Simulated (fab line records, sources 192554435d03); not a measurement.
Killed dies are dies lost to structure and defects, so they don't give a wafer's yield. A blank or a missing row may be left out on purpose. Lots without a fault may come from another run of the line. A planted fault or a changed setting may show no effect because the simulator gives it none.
Which tool did it? | flow n5_finfet | 10 lots, 28 wafers sampled, at 4 steps of a route of 1938

WHAT THE GAUGES READ, wafer by wafer
N5_BEOL_M6_THK_MEAS_01.
lot  | measured     | on            | M6_ILD_THK (nm)
L210 | day 8 15:47  | film_metro-01 | 155.4 154.9 158.3
L215 | day 10 12:02 | film_metro-01 | 155.9 154.0 156.6
L220 | day 11 10:22 | film_metro-01 | 131.4 155.2
L221 | day 11 15:23 | film_metro-01 | 137.3 157.6
L222 | day 11 20:20 | film_metro-01 | 130.3 156.2 154.9
L228 | day 13 10:43 | film_metro-01 | 151.3 151.5 155.6
L230 | day 13 16:15 | film_metro-02 | 151.5 156.3 152.8
L231 | day 14 07:02 | film_metro-01 | 155.0 155.1 155.8
L232 | day 14 09:56 | film_metro-02 | 151.5 153.0 153.5
L233 | day 14 22:20 | film_metro-02 | 151.9 150.7 156.5

WHICH TOOL RAN EACH LOT (tool, then ch and the chambers of the sampled wafers, then the start)
lot  | N5_BEOL_M5_VIA_ETCH_34             | N5_BEOL_M5_SPUTTER_48        | N5_BEOL_M6_ILD_DEP_00
L210 | rie_diel-01 ch 0,1,2, day 8 08:00  | pvd_sputter-03, day 8 09:34  | pecvd-02 ch 1,2, day 8 15:12
L215 | rie_diel-06 ch 0,2,3, day 10 02:07 | pvd_sputter-01, day 10 03:39 | pecvd-02 ch 0,2, day 10 11:28
L220 | rie_diel-04 ch 0,3, day 11 02:25   | pvd_sputter-02, day 11 04:18 | pecvd-02 ch 0,1, day 11 09:47
L221 | rie_diel-04 ch 3, day 11 07:38     | pvd_sputter-02, day 11 09:19 | pecvd-02 ch 0,1, day 11 14:48
L222 | rie_diel-04 ch 0,2, day 11 12:42   | pvd_sputter-02, day 11 14:12 | pecvd-02 ch 0,1, day 11 19:46
L228 | rie_diel-04 ch 2,3, day 13 01:37   | pvd_sputter-03, day 13 03:24 | pecvd-01 ch 0,1,2, day 13 10:08
L230 | rie_diel-06 ch 2,3, day 13 08:38   | pvd_sputter-01, day 13 10:13 | pecvd-01 ch 0,1,2, day 13 15:41
L231 | rie_diel-04 ch 1,2,3, day 13 22:10 | pvd_sputter-02, day 14 00:59 | pecvd-04 ch 1,2, day 14 06:27
L232 | rie_diel-04 ch 0,1,2, day 14 01:37 | pvd_sputter-01, day 14 03:54 | pecvd-01 ch 0,2, day 14 09:22
L233 | rie_diel-04 ch 0,2, day 14 13:30   | pvd_sputter-03, day 14 15:25 | pecvd-01 ch 1,2, day 14 21:17
- N5_BEOL_M5_VIA_ETCH_34: etches SiCOH lowk in C4F6/O2, target depth 88.3 nm, time 39.2 s.
- N5_BEOL_M5_SPUTTER_48: material Cu, target thk 15 nm, time 27.62 s.
- N5_BEOL_M6_ILD_DEP_00: deposits SiCOH lowk from DEMS/porogen, target thk 179.75 nm, time 33.4 s.

WHAT THE TOOLS THEMSELVES READ (means of the sampled wafers that have a number; where no wafer has one, the mark that the record gives instead)
N5_BEOL_M5_VIA_ETCH_34.
lot  | tool        | bias_w (W) | drypump_motor_current_A (A) | oes_product_au (a.u.) | rf_vpp_V (V) | showerhead_plenum_p_Torr (Torr) | throttle_valve_pct (%)
L210 | rie_diel-01 | 184.7      | 5.9                         | 0.75                  | 666          | 2.85                            | 21.09
L215 | rie_diel-06 | 184.7      | 5.5                         | 0.78                  | 661          | 2.91                            | 20.92
L220 | rie_diel-04 | 184.1      | 5.7                         | 0.71                  | 672          | 2.93                            | 21.00
L221 | rie_diel-04 | 184.2      | 6.0                         | 0.67                  | 662          | 2.91                            | 20.94
L222 | rie_diel-04 | 185.2      | 5.6                         | 0.77                  | 671          | 2.92                            | 20.93
L228 | rie_diel-04 | 184.6      | 6.0                         | 0.89                  | 657          | 2.89                            | 20.56
L230 | rie_diel-06 | 184.9      | 5.7                         | 0.90                  | 661          | 2.86                            | 20.67
L231 | rie_diel-04 | 185.2      | 5.8                         | 0.90                  | 662          | 2.89                            | 20.74
L232 | rie_diel-04 | 184.6      | 5.6                         | 0.83                  | 670          | 2.90                            | 20.95
L233 | rie_diel-04 | 185.3      | 5.7                         | 0.76                  | 659          | 2.89                            | 20.85

N5_BEOL_M5_SPUTTER_48.
lot  | tool           | chuck_sensor_temp_C (C) | throttle_valve_pct (%)
L210 | pvd_sputter-03 | -15.9                   | 30.4
L215 | pvd_sputter-01 | -16.0                   | 29.2
L220 | pvd_sputter-02 | -16.3                   | 29.0
L221 | pvd_sputter-02 | -16.4                   | 29.8
L222 | pvd_sputter-02 | -16.0                   | 30.7
L228 | pvd_sputter-03 | -15.8                   | 29.5
L230 | pvd_sputter-01 | -16.8                   | 29.5
L231 | pvd_sputter-02 | -16.4                   | 29.7
L232 | pvd_sputter-01 | -16.3                   | 29.8
L233 | pvd_sputter-03 | -15.7                   | 30.0

N5_BEOL_M6_ILD_DEP_00.
lot  | tool     | heater_power_w (W) | showerhead_plenum_p_Torr (Torr) | throttle_valve_pct (%)
L210 | pecvd-02 | 254                | 5.725                           | 13.8
L215 | pecvd-02 | 261                | 5.736                           | 13.8
L220 | pecvd-02 | 284                | 5.749                           | 14.2
L221 | pecvd-02 | 310                | 5.737                           | 14.2
L222 | pecvd-02 | 314                | 5.743                           | 14.3
L228 | pecvd-01 | 331                | 5.721                           | 13.0
L230 | pecvd-01 | 325                | 5.720                           | 12.8
L231 | pecvd-04 | 275                | 5.745                           | 13.5
L232 | pecvd-01 | 339                | 5.724                           | 12.8
L233 | pecvd-01 | 330                | 5.732                           | 13.2

THE ANSWER, worked out from the rows above alone
Rule: what is usual is taken from the lots themselves. Put in order of their means at a reading, lots are off if they are a third of the lots or fewer, leave a main group of 4 or more, and stand apart from it by a gap of 3 or more times the standard deviation of the main group's means; of several such gaps the widest counts. A main group whose means are all the same, to the digits that the tables above print for the reading, isn't used. A lot without any number at a reading at which 4 lots or more have one is off too. The other lots that the step has rows for count as sound. The gauges are gone through in route order, then the tools' own readings, and for those a lot's mean is taken as printed above. The first step at which some lot is off is used, and at that step the reading that is off furthest; a lot without a number counts as furthest.
Off: L220, L221, L222, at N5_BEOL_M6_THK_MEAS_01 (M6_ILD_THK). The main group: mean 154.1 nm, standard deviation 1.4.
A tool fits if, at a process step before that reading, it ran every lot that is off, and no sound lot after the first of them. The gauges at N5_BEOL_M6_THK_MEAS_01 are tried like those tools. One fits: pecvd-02 at N5_BEOL_M6_ILD_DEP_00. Its last sound lot is L215 (day 10 11:28), its first lot that is off L220 (day 11 09:47): a fault that began between those two fits.

WHAT THE SIMULATOR HAD PUT IN
Process parameter drift: pecvd-02, from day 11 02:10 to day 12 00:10, at N5_BEOL_M6_ILD_DEP_00. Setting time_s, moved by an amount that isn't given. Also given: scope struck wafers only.
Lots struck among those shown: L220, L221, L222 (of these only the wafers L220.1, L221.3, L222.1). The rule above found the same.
